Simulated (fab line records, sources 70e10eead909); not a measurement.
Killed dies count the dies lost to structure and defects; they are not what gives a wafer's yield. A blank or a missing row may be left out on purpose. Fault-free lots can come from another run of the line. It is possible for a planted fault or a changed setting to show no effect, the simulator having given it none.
What tool caused it? ; flow nand_harc ; Sampling: 6 lots, 18 wafers, 3 of 1302 route steps

WHAT THE GAUGES READ, wafer by wafer
NHARC_A_ONON_D1_THK_MEAS_08: measures by ellipsometry.
lot;measured;on;thk_nm (nm)
L727;day 8 13:03;film_metro-01;996 996 994
L730;day 10 02:54;film_metro-01;1003 1003 1002
L732;day 10 16:36;film_metro-01;1006 1009 1007
L736;day 12 10:56;film_metro-02;988 989 987
L743;day 15 08:16;film_metro-02;515 513 513
L745;day 16 12:53;film_metro-01;993 993 994

WHICH TOOL RAN EACH LOT (tool, then ch and the chambers of the sampled wafers, then the start)
lot;NHARC_A_ZERO_WELL_ETCH_13;NHARC_A_ONON_D1_DEP_06
L727;rie_si-01 ch 0,2,3, day 7 15:01;pecvd_onon-04 ch 0, day 8 12:35
L730;rie_si-03 ch 1,3, day 9 01:04;pecvd_onon-04 ch 0, day 10 02:23
L732;rie_si-05 ch 2,3, day 9 16:48;pecvd_onon-04 ch 0, day 10 16:05
L736;rie_si-01 ch 0,3, day 11 08:22;pecvd_onon-04 ch 0, day 12 10:26
L743;rie_si-05 ch 0,2, day 14 09:09;pecvd_onon-04 ch 0, day 15 07:52
L745;rie_si-01 ch 0,3, day 15 13:20;pecvd_onon-01 ch 0, day 16 12:26
- NHARC_A_ZERO_WELL_ETCH_13: etches the open film in HBr/Cl2, target depth 120 nm, time 40.1 s.
- NHARC_A_ONON_D1_DEP_06: target thk 1000 nm.

THE ANSWER, worked out from the rows above alone
Rule: the usual values come from the lots themselves. Put in order of their means at a reading, lots are off if they are a third of the lots or fewer, leave a main group of 4 or more, and stand apart from it by a gap of 3 or more times the standard deviation of the main group's means; of several such gaps the widest counts. The tables above print the reading to a certain number of digits; a main group whose means all agree to those digits is not used. Also off: a lot with no number at a reading for which 4 or more lots have one. Any other lot the step has rows for is counted as sound.
Off at NHARC_A_ONON_D1_THK_MEAS_08 (thk_nm): L743. The main group has a mean of 997 nm with a standard deviation of 6.9.
A tool fits if, at a process step before that reading, it ran every lot that is off, and no sound lot after the first of them. Gauges at NHARC_A_ONON_D1_THK_MEAS_08: tried the same way as those tools. Can't be told from this: 3 tools fit, rie_si-05 at NHARC_A_ZERO_WELL_ETCH_13, pecvd_onon-04 at NHARC_A_ONON_D1_DEP_06, film_metro-02 at NHARC_A_ONON_D1_THK_MEAS_08.

WHAT WAS PUT IN BY THE SIMULATOR
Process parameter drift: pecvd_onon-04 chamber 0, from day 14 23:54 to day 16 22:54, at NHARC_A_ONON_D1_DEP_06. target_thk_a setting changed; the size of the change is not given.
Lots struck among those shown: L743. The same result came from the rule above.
